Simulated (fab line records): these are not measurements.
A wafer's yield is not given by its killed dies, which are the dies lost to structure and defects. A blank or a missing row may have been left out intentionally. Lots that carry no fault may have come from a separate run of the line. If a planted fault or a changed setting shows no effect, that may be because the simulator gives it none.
fab line records :: flow n5_finfet :: part 2 of 2: steps 18 to 27 of 27
record
  lots=5
  wafers=15
  last_day=16
route steps=1938 shown BEOL_M7@1293
lots untouched by any fault: they come from a run of this same line in which no faults occurred
start_h: start of the lot's first displayed wafer, in hours after the record's first day :: wait_h: hours elapsed since this lot's preceding step :: " the same as in the row above :: L1.1+2: one row covering several wafers at once :: - either no value or no given start :: * or withheld: withheld :: < > ~ a bound
route shown NAME@n: names a module that has steps shown in the file, with the first one's number in the route :: usual: mean and standard deviation over wafers with no fault :: same: alike in all rows :: chamber/n: place in a boat :: sites: per-site readings :: _std_site: the values' standard deviation :: _edge_site: inner sites' mean taken away from outer sites' mean :: radius_mm: how far each site lies from the wafer's centre :: mask NAME#n: copy n :: behind: the last tool/chamber to shape the wafer :: hold: why the lot went on hold/how many hours it stayed there/how the hold came to an end :: device: the n, p or np transistor that did not switch :: end of line: the same wafers' tests at the end of the route :: a step given without rows: its recipe and nothing more :: killed: dies lost to structure and defects at the first sort, not the wafer's yield :: map: a wafer's dies, marking killed ones x, the rest . and places with no die _
set.NAME: the setting the step ran with; set.NAME@STEP: the setting that earlier step ran with :: model.NAME: the simulator's own value behind a step, which no gauge read
certain route steps with their lots: each step a table, each wafer a row
services: from which hour (start_h, from the record's first day; less than 0 if before it) a tool's chamber was out of use, for how many hours, and why
## steps
# step N5_BEOL_M7_STRIP_80
# recipe
  chemistry=N2/H2
  time_s=10
  power_w=450
  temp_c=40
  pressure_mtorr=20
  rf_frequency_hz=6e+07
  bias_power_w=7
  n2_flow_sccm=200
  h2_flow_sccm=200
# usual
  bias_power_w=6.999/0.022
  drypump_motor_current_A=5.91/0.27
  oes_product_au=0.76/0.076
  rf_vpp_V=59.2/0.87
  showerhead_plenum_p_Torr=2.54/0.076
  throttle_valve_pct=23.57/0.27
lot.wafer: L076.1
tool: rie_diel-02
chamber: 1
start_h: -
wait_h: -
bias_power_w: 7.037
drypump_motor_current_A: 6.00
oes_product_au: 0.83
rf_hours_counter_h: 71
rf_vpp_V: 59.7
showerhead_plenum_p_Torr: 2.67
throttle_valve_pct: 23.14

lot.wafer: L076.3
tool: rie_diel-02
chamber: 0
start_h: -
wait_h: -
bias_power_w: 7.000
drypump_motor_current_A: 5.44
oes_product_au: 0.91
rf_hours_counter_h: 26
rf_vpp_V: 57.5
showerhead_plenum_p_Torr: 2.47
throttle_valve_pct: 23.51

lot.wafer: L076.4
tool: rie_diel-02
chamber: 3
start_h: -
wait_h: -
bias_power_w: 7.011
drypump_motor_current_A: 6.14
oes_product_au: 0.91
rf_hours_counter_h: 19
rf_vpp_V: 59.7
showerhead_plenum_p_Torr: 2.51
throttle_valve_pct: 23.78

lot.wafer: L081.1
tool: rie_diel-06
chamber: 0
start_h: -
wait_h: -
bias_power_w: 7.002
drypump_motor_current_A: 5.79
oes_product_au: 0.70
rf_hours_counter_h: 190
rf_vpp_V: 59.2
showerhead_plenum_p_Torr: 2.66
throttle_valve_pct: 23.90

lot.wafer: L081.3
tool: rie_diel-06
chamber: 2
start_h: -
wait_h: -
bias_power_w: 6.977
drypump_motor_current_A: 6.04
oes_product_au: 0.70
rf_hours_counter_h: 215
rf_vpp_V: 60.1
showerhead_plenum_p_Torr: 2.47
throttle_valve_pct: 23.10

lot.wafer: L081.5
tool: rie_diel-06
chamber: 0
start_h: -
wait_h: -
bias_power_w: 6.977
drypump_motor_current_A: 5.81
oes_product_au: 0.70
rf_hours_counter_h: -
rf_vpp_V: 58.5
showerhead_plenum_p_Torr: 2.66
throttle_valve_pct: 23.91

lot.wafer: L086.3
tool: rie_diel-03
chamber: 1
start_h: -
wait_h: -
bias_power_w: 7.003
drypump_motor_current_A: 5.47
oes_product_au: 0.68
rf_hours_counter_h: 230
rf_vpp_V: 58.7
showerhead_plenum_p_Torr: 2.50
throttle_valve_pct: 23.85

lot.wafer: L086.4
tool: rie_diel-03
chamber: 2
start_h: -
wait_h: -
bias_power_w: 7.035
drypump_motor_current_A: 6.06
oes_product_au: 0.79
rf_hours_counter_h: 110
rf_vpp_V: 59.3
showerhead_plenum_p_Torr: 2.57
throttle_valve_pct: 23.76

lot.wafer: L086.6
tool: rie_diel-03
chamber: 1
start_h: -
wait_h: -
bias_power_w: 6.980
drypump_motor_current_A: 5.50
oes_product_au: 0.69
rf_hours_counter_h: -
rf_vpp_V: 59.7
showerhead_plenum_p_Torr: 2.50
throttle_valve_pct: 23.88

lot.wafer: L091.1
tool: rie_diel-06
chamber: 1
start_h: -
wait_h: -
bias_power_w: 7.037
drypump_motor_current_A: 6.49
oes_product_au: 0.83
rf_hours_counter_h: 86
rf_vpp_V: 60.6
showerhead_plenum_p_Torr: 2.54
throttle_valve_pct: 23.28

lot.wafer: L091.2
tool: rie_diel-06
chamber: 3
start_h: -
wait_h: -
bias_power_w: 7.003
drypump_motor_current_A: 5.80
oes_product_au: 0.67
rf_hours_counter_h: 247
rf_vpp_V: 60.2
showerhead_plenum_p_Torr: 2.50
throttle_valve_pct: 23.81

lot.wafer: L091.3
tool: rie_diel-06
chamber: 0
start_h: -
wait_h: -
bias_power_w: 7.018
drypump_motor_current_A: 5.80
oes_product_au: 0.68
rf_hours_counter_h: 205
rf_vpp_V: 58.5
showerhead_plenum_p_Torr: 2.66
throttle_valve_pct: 23.94

lot.wafer: L094.2
tool: rie_diel-06
chamber: 1
start_h: -
wait_h: -
bias_power_w: 6.995
drypump_motor_current_A: 6.51
oes_product_au: 0.83
rf_hours_counter_h: 94
rf_vpp_V: 58.9
showerhead_plenum_p_Torr: 2.54
throttle_valve_pct: 23.30

lot.wafer: L094.4
tool: rie_diel-06
chamber: 2
start_h: -
wait_h: -
bias_power_w: 6.981
drypump_motor_current_A: 6.04
oes_product_au: 0.68
rf_hours_counter_h: -
rf_vpp_V: 59.4
showerhead_plenum_p_Torr: 2.47
throttle_valve_pct: 23.13

lot.wafer: L094.6
tool: rie_diel-06
chamber: 0
start_h: -
wait_h: -
bias_power_w: 6.973
drypump_motor_current_A: 5.79
oes_product_au: 0.68
rf_hours_counter_h: -
rf_vpp_V: 60.3
showerhead_plenum_p_Torr: 2.65
throttle_valve_pct: 23.97
# step N5_BEOL_M7_OCD_MEAS_38
# usual
  trench_depth_nm=93.7/2.1
lot.wafer: L076.1
tool: ocd-01
chamber: -
start_h: 205.31
wait_h: -
trench_depth_nm: 96.2

lot.wafer: L076.3
tool: ocd-01
chamber: -
start_h: 205.31
wait_h: -
trench_depth_nm: 93.7

lot.wafer: L076.4
tool: ocd-01
chamber: -
start_h: 205.31
wait_h: -
trench_depth_nm: 95.0

lot.wafer: L081.1
tool: ocd-01
chamber: -
start_h: 238.38
wait_h: -
trench_depth_nm: 92.9

lot.wafer: L081.3
tool: ocd-01
chamber: -
start_h: 238.38
wait_h: -
trench_depth_nm: 96.8

lot.wafer: L081.5
tool: ocd-01
chamber: -
start_h: 238.38
wait_h: -
trench_depth_nm: 92.4

lot.wafer: L086.3
tool: ocd-01
chamber: -
start_h: 260.50
wait_h: -
trench_depth_nm: 91.8

lot.wafer: L086.4
tool: ocd-01
chamber: -
start_h: 260.50
wait_h: -
trench_depth_nm: 96.4

lot.wafer: L086.6
tool: ocd-01
chamber: -
start_h: 260.50
wait_h: -
trench_depth_nm: 91.9

lot.wafer: L091.1
tool: ocd-02
chamber: -
start_h: 287.61
wait_h: -
trench_depth_nm: 91.6

lot.wafer: L091.2
tool: ocd-02
chamber: -
start_h: 287.61
wait_h: -
trench_depth_nm: 87.8

lot.wafer: L091.3
tool: ocd-02
chamber: -
start_h: 287.61
wait_h: -
trench_depth_nm: 92.3

lot.wafer: L094.2
tool: ocd-02
chamber: -
start_h: 309.74
wait_h: -
trench_depth_nm: 92.0

lot.wafer: L094.4
tool: ocd-02
chamber: -
start_h: 309.74
wait_h: -
trench_depth_nm: 94.9

lot.wafer: L094.6
tool: ocd-02
chamber: -
start_h: 309.74
wait_h: -
trench_depth_nm: 91.4
# step N5_BEOL_M7_HM_STRIP_39
# recipe
  chemistry=peroxide_tin_strip
  material=TiN
  target_depth_a=250
  temp_c=50
  time_s=158
# usual
  bath_heat_duty_pct=7.3/0.86
lot.wafer: L076.1
tool: wet_bench-02
chamber: 0
start_h: 205.35
wait_h: 0.0
bath_heat_duty_pct: 7.7

lot.wafer: L076.3
tool: wet_bench-02
chamber: 1
start_h: 205.35
wait_h: 0.0
bath_heat_duty_pct: 7.5

lot.wafer: L076.4
tool: wet_bench-02
chamber: 2
start_h: 205.35
wait_h: 0.0
bath_heat_duty_pct: 7.2

lot.wafer: L081.1
tool: wet_bench-02
chamber: 1
start_h: 238.42
wait_h: 0.0
bath_heat_duty_pct: 7.2

lot.wafer: L081.3
tool: wet_bench-02
chamber: 4
start_h: 238.42
wait_h: 0.0
bath_heat_duty_pct: 7.6

lot.wafer: L081.5
tool: wet_bench-02
chamber: 3
start_h: 238.42
wait_h: 0.0
bath_heat_duty_pct: 7.3

lot.wafer: L086.3
tool: wet_bench-02
chamber: 5
start_h: 260.53
wait_h: 0.0
bath_heat_duty_pct: 6.8

lot.wafer: L086.4
tool: wet_bench-02
chamber: 6
start_h: 260.53
wait_h: 0.0
bath_heat_duty_pct: 7.9

lot.wafer: L086.6
tool: wet_bench-02
chamber: 4
start_h: 260.53
wait_h: 0.0
bath_heat_duty_pct: 8.5

lot.wafer: L091.1
tool: wet_bench-02
chamber: 6
start_h: 287.65
wait_h: 0.0
bath_heat_duty_pct: 7.9

lot.wafer: L091.2
tool: wet_bench-02
chamber: 7
start_h: 287.65
wait_h: 0.0
bath_heat_duty_pct: 6.8

lot.wafer: L091.3
tool: wet_bench-02
chamber: 1
start_h: 287.65
wait_h: 0.0
bath_heat_duty_pct: 7.7

lot.wafer: L094.2
tool: wet_bench-02
chamber: 1
start_h: 309.77
wait_h: 0.0
bath_heat_duty_pct: 8.2

lot.wafer: L094.4
tool: wet_bench-02
chamber: 6
start_h: 309.77
wait_h: 0.0
bath_heat_duty_pct: 8.3

lot.wafer: L094.6
tool: wet_bench-02
chamber: 2
start_h: 309.77
wait_h: 0.0
bath_heat_duty_pct: 6.6
# step N5_BEOL_M7_SRD_40
# recipe
  time_s=30
  temp_c=23
  rinse_liquid=diw
  dry=ipa_marangoni
# usual
  bath_heat_duty_pct=3.8/0.48
  do_supply_ppb=10.01/0.097
lot.wafer: L076.1
tool: wet_bench-02
chamber: 0
start_h: 205.39
wait_h: 0.0
bath_heat_duty_pct: 4.7
do_supply_ppb: 9.98

lot.wafer: L076.3
tool: wet_bench-02
chamber: 1
start_h: 205.39
wait_h: 0.0
bath_heat_duty_pct: 3.4
do_supply_ppb: 9.99

lot.wafer: L076.4
tool: wet_bench-02
chamber: 2
start_h: 205.39
wait_h: 0.0
bath_heat_duty_pct: 4.1
do_supply_ppb: 10.18

lot.wafer: L081.1
tool: wet_bench-02
chamber: 1
start_h: 238.47
wait_h: 0.0
bath_heat_duty_pct: 3.4
do_supply_ppb: 9.93

lot.wafer: L081.3
tool: wet_bench-02
chamber: 4
start_h: 238.47
wait_h: 0.0
bath_heat_duty_pct: 4.4
do_supply_ppb: 9.90

lot.wafer: L081.5
tool: wet_bench-02
chamber: 3
start_h: 238.47
wait_h: 0.0
bath_heat_duty_pct: 3.9
do_supply_ppb: 10.02

lot.wafer: L086.3
tool: wet_bench-02
chamber: 5
start_h: 260.57
wait_h: 0.0
bath_heat_duty_pct: 4.9
do_supply_ppb: 10.01

lot.wafer: L086.4
tool: wet_bench-02
chamber: 6
start_h: 260.57
wait_h: 0.0
bath_heat_duty_pct: 3.7
do_supply_ppb: 10.17

lot.wafer: L086.6
tool: wet_bench-02
chamber: 4
start_h: 260.57
wait_h: 0.0
bath_heat_duty_pct: 4.3
do_supply_ppb: 10.02

lot.wafer: L091.1
tool: wet_bench-02
chamber: 6
start_h: 287.69
wait_h: 0.0
bath_heat_duty_pct: 4.1
do_supply_ppb: 9.91

lot.wafer: L091.2
tool: wet_bench-02
chamber: 7
start_h: 287.69
wait_h: 0.0
bath_heat_duty_pct: 4.0
do_supply_ppb: 9.96

lot.wafer: L091.3
tool: wet_bench-02
chamber: 1
start_h: 287.69
wait_h: 0.0
bath_heat_duty_pct: 4.0
do_supply_ppb: 9.96

lot.wafer: L094.2
tool: wet_bench-02
chamber: 1
start_h: 309.82
wait_h: 0.0
bath_heat_duty_pct: 4.5
do_supply_ppb: 10.08

lot.wafer: L094.4
tool: wet_bench-02
chamber: 6
start_h: 309.82
wait_h: 0.0
bath_heat_duty_pct: 3.7
do_supply_ppb: 10.06

lot.wafer: L094.6
tool: wet_bench-02
chamber: 2
start_h: 309.82
wait_h: 0.0
bath_heat_duty_pct: 3.6
do_supply_ppb: 9.98
# step N5_BEOL_M7_PRECLEAN_42
# recipe
  chemistry=residue_remover
  time_s=60
  temp_c=40
# usual
  bath_heat_duty_pct=4.7/0.58
lot.wafer: L076.1
tool: wet_bench-02
chamber: 0
start_h: 205.41
wait_h: 0.0
bath_heat_duty_pct: 6.0

lot.wafer: L076.3
tool: wet_bench-02
chamber: 1
start_h: 205.41
wait_h: 0.0
bath_heat_duty_pct: 4.5

lot.wafer: L076.4
tool: wet_bench-02
chamber: 2
start_h: 205.41
wait_h: 0.0
bath_heat_duty_pct: 3.6

lot.wafer: L081.1
tool: wet_bench-02
chamber: 1
start_h: 238.49
wait_h: 0.0
bath_heat_duty_pct: 5.0

lot.wafer: L081.3
tool: wet_bench-02
chamber: 4
start_h: 238.49
wait_h: 0.0
bath_heat_duty_pct: 5.2

lot.wafer: L081.5
tool: wet_bench-02
chamber: 3
start_h: 238.49
wait_h: 0.0
bath_heat_duty_pct: 4.3

lot.wafer: L086.3
tool: wet_bench-02
chamber: 5
start_h: 260.59
wait_h: 0.0
bath_heat_duty_pct: 4.5

lot.wafer: L086.4
tool: wet_bench-02
chamber: 6
start_h: 260.59
wait_h: 0.0
bath_heat_duty_pct: 4.6

lot.wafer: L086.6
tool: wet_bench-02
chamber: 4
start_h: 260.59
wait_h: 0.0
bath_heat_duty_pct: 4.6

lot.wafer: L091.1
tool: wet_bench-02
chamber: 6
start_h: 287.71
wait_h: 0.0
bath_heat_duty_pct: 4.6

lot.wafer: L091.2
tool: wet_bench-02
chamber: 7
start_h: 287.71
wait_h: 0.0
bath_heat_duty_pct: 5.2

lot.wafer: L091.3
tool: wet_bench-02
chamber: 1
start_h: 287.71
wait_h: 0.0
bath_heat_duty_pct: 5.4

lot.wafer: L094.2
tool: wet_bench-02
chamber: 1
start_h: 309.84
wait_h: 0.0
bath_heat_duty_pct: 4.7

lot.wafer: L094.4
tool: wet_bench-02
chamber: 6
start_h: 309.84
wait_h: 0.0
bath_heat_duty_pct: 5.2

lot.wafer: L094.6
tool: wet_bench-02
chamber: 2
start_h: 309.84
wait_h: 0.0
bath_heat_duty_pct: 4.4
# step N5_BEOL_M7_SRD_43
# recipe
  time_s=30
  temp_c=23
  rinse_liquid=diw
  dry=ipa_marangoni
# usual
  bath_heat_duty_pct=3.7/0.54
  do_supply_ppb=10.01/0.1
lot.wafer: L076.1
tool: wet_bench-02
chamber: 0
start_h: 205.43
wait_h: 0.0
bath_heat_duty_pct: 4.3
do_supply_ppb: 10.05

lot.wafer: L076.3
tool: wet_bench-02
chamber: 1
start_h: 205.43
wait_h: 0.0
bath_heat_duty_pct: 3.2
do_supply_ppb: 9.91

lot.wafer: L076.4
tool: wet_bench-02
chamber: 2
start_h: 205.43
wait_h: 0.0
bath_heat_duty_pct: 3.9
do_supply_ppb: 10.04

lot.wafer: L081.1
tool: wet_bench-02
chamber: 1
start_h: 238.50
wait_h: 0.0
bath_heat_duty_pct: 2.9
do_supply_ppb: 10.13

lot.wafer: L081.3
tool: wet_bench-02
chamber: 4
start_h: 238.50
wait_h: 0.0
bath_heat_duty_pct: 3.9
do_supply_ppb: 9.99

lot.wafer: L081.5
tool: wet_bench-02
chamber: 3
start_h: 238.50
wait_h: 0.0
bath_heat_duty_pct: 3.0
do_supply_ppb: 10.04

lot.wafer: L086.3
tool: wet_bench-02
chamber: 5
start_h: 260.61
wait_h: 0.0
bath_heat_duty_pct: 3.2
do_supply_ppb: 10.09

lot.wafer: L086.4
tool: wet_bench-02
chamber: 6
start_h: 260.61
wait_h: 0.0
bath_heat_duty_pct: 4.1
do_supply_ppb: 9.90

lot.wafer: L086.6
tool: wet_bench-02
chamber: 4
start_h: 260.61
wait_h: 0.0
bath_heat_duty_pct: 4.8
do_supply_ppb: 10.09

lot.wafer: L091.1
tool: wet_bench-02
chamber: 6
start_h: 287.73
wait_h: 0.0
bath_heat_duty_pct: 4.0
do_supply_ppb: 9.89

lot.wafer: L091.2
tool: wet_bench-02
chamber: 7
start_h: 287.73
wait_h: 0.0
bath_heat_duty_pct: 3.8
do_supply_ppb: 10.08

lot.wafer: L091.3
tool: wet_bench-02
chamber: 1
start_h: 287.73
wait_h: 0.0
bath_heat_duty_pct: 3.9
do_supply_ppb: 10.13

lot.wafer: L094.2
tool: wet_bench-02
chamber: 1
start_h: 309.85
wait_h: 0.0
bath_heat_duty_pct: 3.8
do_supply_ppb: 10.23

lot.wafer: L094.4
tool: wet_bench-02
chamber: 6
start_h: 309.85
wait_h: 0.0
bath_heat_duty_pct: 3.8
do_supply_ppb: 10.04

lot.wafer: L094.6
tool: wet_bench-02
chamber: 2
start_h: 309.85
wait_h: 0.0
bath_heat_duty_pct: 3.3
do_supply_ppb: 10.04
# step N5_BEOL_M7_CD_MEAS_35
# recipe
  target_cd_nm=40
  polarity=opening
# usual
  cd_nm=40.2/0.71
lot.wafer: L076.1
tool: cd_sem-03
chamber: -
start_h: 205.47
wait_h: 0.0
cd_nm: 39.9

lot.wafer: L076.3
tool: cd_sem-03
chamber: -
start_h: 205.47
wait_h: 0.0
cd_nm: 39.5

lot.wafer: L076.4
tool: cd_sem-03
chamber: -
start_h: 205.47
wait_h: 0.0
cd_nm: 39.6

lot.wafer: L081.1
tool: cd_sem-03
chamber: -
start_h: 238.54
wait_h: 0.0
cd_nm: 41.2

lot.wafer: L081.3
tool: cd_sem-03
chamber: -
start_h: 238.54
wait_h: 0.0
cd_nm: 39.0

lot.wafer: L081.5
tool: cd_sem-03
chamber: -
start_h: 238.54
wait_h: 0.0
cd_nm: 41.2

lot.wafer: L086.3
tool: cd_sem-02
chamber: -
start_h: 260.65
wait_h: 0.0
cd_nm: 39.4

lot.wafer: L086.4
tool: cd_sem-02
chamber: -
start_h: 260.65
wait_h: 0.0
cd_nm: 40.0

lot.wafer: L086.6
tool: cd_sem-02
chamber: -
start_h: 260.65
wait_h: 0.0
cd_nm: 41.1

lot.wafer: L091.1
tool: cd_sem-01
chamber: -
start_h: 287.77
wait_h: 0.0
cd_nm: 39.2

lot.wafer: L091.2
tool: cd_sem-01
chamber: -
start_h: 287.77
wait_h: 0.0
cd_nm: 39.5

lot.wafer: L091.3
tool: cd_sem-01
chamber: -
start_h: 287.77
wait_h: 0.0
cd_nm: 39.0

lot.wafer: L094.2
tool: cd_sem-02
chamber: -
start_h: 309.89
wait_h: 0.0
cd_nm: 39.5

lot.wafer: L094.4
tool: cd_sem-02
chamber: -
start_h: 309.89
wait_h: 0.0
cd_nm: 41.1

lot.wafer: L094.6
tool: cd_sem-02
chamber: -
start_h: 309.89
wait_h: 0.0
cd_nm: 41.1
# step N5_BEOL_M7_CURE_75
# recipe
  temp_c=370
  time_s=120
  ambient=DMADMS/He
  material=SiCOH_lowk
# usual
  lamp_power_pct=52.31/0.053
  wafer_temp_C_max=371.6/0.71
lot.wafer: L076.1
tool: uv_cure-02
chamber: 1
start_h: 205.51
wait_h: 0.0
lamp_power_pct: 52.32
wafer_temp_C_max: 371.7

lot.wafer: L076.3
tool: uv_cure-02
chamber: 1
start_h: 205.51
wait_h: 0.0
lamp_power_pct: 52.23
wafer_temp_C_max: 371.1

lot.wafer: L076.4
tool: uv_cure-02
chamber: 1
start_h: 205.51
wait_h: 0.0
lamp_power_pct: 52.24
wafer_temp_C_max: 371.4

lot.wafer: L081.1
tool: uv_cure-03
chamber: 2
start_h: 238.59
wait_h: 0.0
lamp_power_pct: 52.27
wafer_temp_C_max: 371.0

lot.wafer: L081.3
tool: uv_cure-03
chamber: 2
start_h: 238.59
wait_h: 0.0
lamp_power_pct: 52.34
wafer_temp_C_max: 370.4

lot.wafer: L081.5
tool: uv_cure-03
chamber: 2
start_h: 238.59
wait_h: 0.0
lamp_power_pct: 52.31
wafer_temp_C_max: 370.9

lot.wafer: L086.3
tool: uv_cure-02
chamber: 0
start_h: 260.89
wait_h: 0.2
lamp_power_pct: 52.33
wafer_temp_C_max: 372.2

lot.wafer: L086.4
tool: uv_cure-02
chamber: 0
start_h: 260.89
wait_h: 0.2
lamp_power_pct: 52.29
wafer_temp_C_max: 371.1

lot.wafer: L086.6
tool: uv_cure-02
chamber: 0
start_h: 260.89
wait_h: 0.2
lamp_power_pct: 52.30
wafer_temp_C_max: 371.0

lot.wafer: L091.1
tool: uv_cure-01
chamber: 1
start_h: 287.97
wait_h: 0.2
lamp_power_pct: 52.35
wafer_temp_C_max: 373.1

lot.wafer: L091.2
tool: uv_cure-01
chamber: 1
start_h: 287.97
wait_h: 0.2
lamp_power_pct: 52.26
wafer_temp_C_max: 373.1

lot.wafer: L091.3
tool: uv_cure-01
chamber: 1
start_h: 287.97
wait_h: 0.2
lamp_power_pct: 52.38
wafer_temp_C_max: 372.2

lot.wafer: L094.2
tool: uv_cure-01
chamber: 1
start_h: 309.98
wait_h: 0.1
lamp_power_pct: 52.39
wafer_temp_C_max: 372.7

lot.wafer: L094.4
tool: uv_cure-01
chamber: 1
start_h: 309.98
wait_h: 0.1
lamp_power_pct: 52.31
wafer_temp_C_max: 372.4

lot.wafer: L094.6
tool: uv_cure-01
chamber: 1
start_h: 309.98
wait_h: 0.1
lamp_power_pct: 52.39
wafer_temp_C_max: 373.1
# step N5_BEOL_M7_DEGAS_44
# recipe
  ambient=vacuum
  temp_c=250
  time_s=60
# usual
  heater_power_w=319/26
lot.wafer: L076.1
tool: pvd_sputter-02
chamber: -
start_h: 206.69
wait_h: 1.1
heater_power_w: 279

lot.wafer: L076.3
tool: pvd_sputter-02
chamber: -
start_h: 206.69
wait_h: 1.1
heater_power_w: 333

lot.wafer: L076.4
tool: pvd_sputter-02
chamber: -
start_h: 206.69
wait_h: 1.1
heater_power_w: 311

lot.wafer: L081.1
tool: pvd_sputter-03
chamber: -
start_h: 239.19
wait_h: 0.6
heater_power_w: 317

lot.wafer: L081.3
tool: pvd_sputter-03
chamber: -
start_h: 239.19
wait_h: 0.6
heater_power_w: 280

lot.wafer: L081.5
tool: pvd_sputter-03
chamber: -
start_h: 239.19
wait_h: 0.6
heater_power_w: 287

lot.wafer: L086.3
tool: pvd_sputter-02
chamber: -
start_h: 261.36
wait_h: 0.4
heater_power_w: 306

lot.wafer: L086.4
tool: pvd_sputter-02
chamber: -
start_h: 261.36
wait_h: 0.4
heater_power_w: 332

lot.wafer: L086.6
tool: pvd_sputter-02
chamber: -
start_h: 261.36
wait_h: 0.4
heater_power_w: 341

lot.wafer: L091.1
tool: pvd_sputter-03
chamber: -
start_h: 288.30
wait_h: 0.3
heater_power_w: 323

lot.wafer: L091.2
tool: pvd_sputter-03
chamber: -
start_h: 288.30
wait_h: 0.3
heater_power_w: 318

lot.wafer: L091.3
tool: pvd_sputter-03
chamber: -
start_h: 288.30
wait_h: 0.3
heater_power_w: 326

lot.wafer: L094.2
tool: pvd_sputter-03
chamber: -
start_h: 310.76
wait_h: 0.7
heater_power_w: 329

lot.wafer: L094.4
tool: pvd_sputter-03
chamber: -
start_h: 310.76
wait_h: 0.7
heater_power_w: 312

lot.wafer: L094.6
tool: pvd_sputter-03
chamber: -
start_h: 310.76
wait_h: 0.7
heater_power_w: 327
# step N5_BEOL_M7_PRE_CLEAN_45
# recipe
  gas=H2/He
  time_s=30
  temp_c=250
# usual
  heater_power_w=320/26
lot.wafer: L076.1
tool: pvd_sputter-02
chamber: -
start_h: 206.73
wait_h: 0.0
heater_power_w: 293

lot.wafer: L076.3
tool: pvd_sputter-02
chamber: -
start_h: 206.73
wait_h: 0.0
heater_power_w: 330

lot.wafer: L076.4
tool: pvd_sputter-02
chamber: -
start_h: 206.73
wait_h: 0.0
heater_power_w: 305

lot.wafer: L081.1
tool: pvd_sputter-03
chamber: -
start_h: 239.23
wait_h: 0.0
heater_power_w: 309

lot.wafer: L081.3
tool: pvd_sputter-03
chamber: -
start_h: 239.23
wait_h: 0.0
heater_power_w: 283

lot.wafer: L081.5
tool: pvd_sputter-03
chamber: -
start_h: 239.23
wait_h: 0.0
heater_power_w: 283

lot.wafer: L086.3
tool: pvd_sputter-02
chamber: -
start_h: 261.40
wait_h: 0.0
heater_power_w: 319

lot.wafer: L086.4
tool: pvd_sputter-02
chamber: -
start_h: 261.40
wait_h: 0.0
heater_power_w: 330

lot.wafer: L086.6
tool: pvd_sputter-02
chamber: -
start_h: 261.40
wait_h: 0.0
heater_power_w: 326

lot.wafer: L091.1
tool: pvd_sputter-03
chamber: -
start_h: 288.34
wait_h: 0.0
heater_power_w: 322

lot.wafer: L091.2
tool: pvd_sputter-03
chamber: -
start_h: 288.34
wait_h: 0.0
heater_power_w: 312

lot.wafer: L091.3
tool: pvd_sputter-03
chamber: -
start_h: 288.34
wait_h: 0.0
heater_power_w: 325

lot.wafer: L094.2
tool: pvd_sputter-03
chamber: -
start_h: 310.80
wait_h: 0.0
heater_power_w: 336

lot.wafer: L094.4
tool: pvd_sputter-03
chamber: -
start_h: 310.80
wait_h: 0.0
heater_power_w: 319

lot.wafer: L094.6
tool: pvd_sputter-03
chamber: -
start_h: 310.80
wait_h: 0.0
heater_power_w: 344
## services
tool: uv_cure-03
chamber: -
start_h: 190.66
hours: 8.8
kind: repair

tool: euv_scanner-01
chamber: -
start_h: 191.64
hours: 38.7
kind: repair

tool: uv_cure-02
chamber: -
start_h: 209.39
hours: 2.8
kind: pm

tool: uv_cure-01
chamber: -
start_h: 211.51
hours: 7.5
kind: pm

tool: rie_diel-03
chamber: -
start_h: 220.73
hours: 0.9
kind: repair

tool: rie_diel-02
chamber: 3
start_h: 229.20
hours: 1.3
kind: repair

tool: euv_scanner-02
chamber: -
start_h: 235.88
hours: 1.0
kind: pm

tool: uv_cure-02
chamber: -
start_h: 236.62
hours: 2.6
kind: repair

tool: rie_diel-03
chamber: 0
start_h: 237.94
hours: 16.9
kind: repair

tool: uv_cure-03
chamber: -
start_h: 240.20
hours: 2.1
kind: pm

tool: uv_cure-01
chamber: -
start_h: 245.37
hours: 5.4
kind: repair

tool: rie_diel-03
chamber: 3
start_h: 265.27
hours: -
kind: clean

tool: rie_diel-03
chamber: 3
start_h: 265.27
hours: -
kind: consumable_replace:esc

tool: uv_cure-03
chamber: -
start_h: 270.87
hours: 6.0
kind: pm

tool: euv_scanner-01
chamber: -
start_h: 273.90
hours: 1.0
kind: pm

tool: euv_scanner-02
chamber: -
start_h: 278.02
hours: 3.7
kind: repair

tool: euv_scanner-02
chamber: -
start_h: 292.03
hours: 1.0
kind: pm

tool: uv_cure-01
chamber: -
start_h: 294.39
hours: 2.1
kind: pm

tool: rie_diel-06
chamber: 3
start_h: 300.38
hours: -
kind: clean

tool: rie_diel-06
chamber: 3
start_h: 300.38
hours: -
kind: consumable_replace:focus_ring

tool: rie_diel-06
chamber: 3
start_h: 300.38
hours: 24.3
kind: scheduled_down

tool: rie_diel-06
chamber: 3
start_h: 300.38
hours: 24.3
kind: vent_cycle

tool: euv_scanner-01
chamber: -
start_h: 309.10
hours: 1.7
kind: repair

tool: uv_cure-02
chamber: -
start_h: 310.58
hours: 0.2
kind: repair
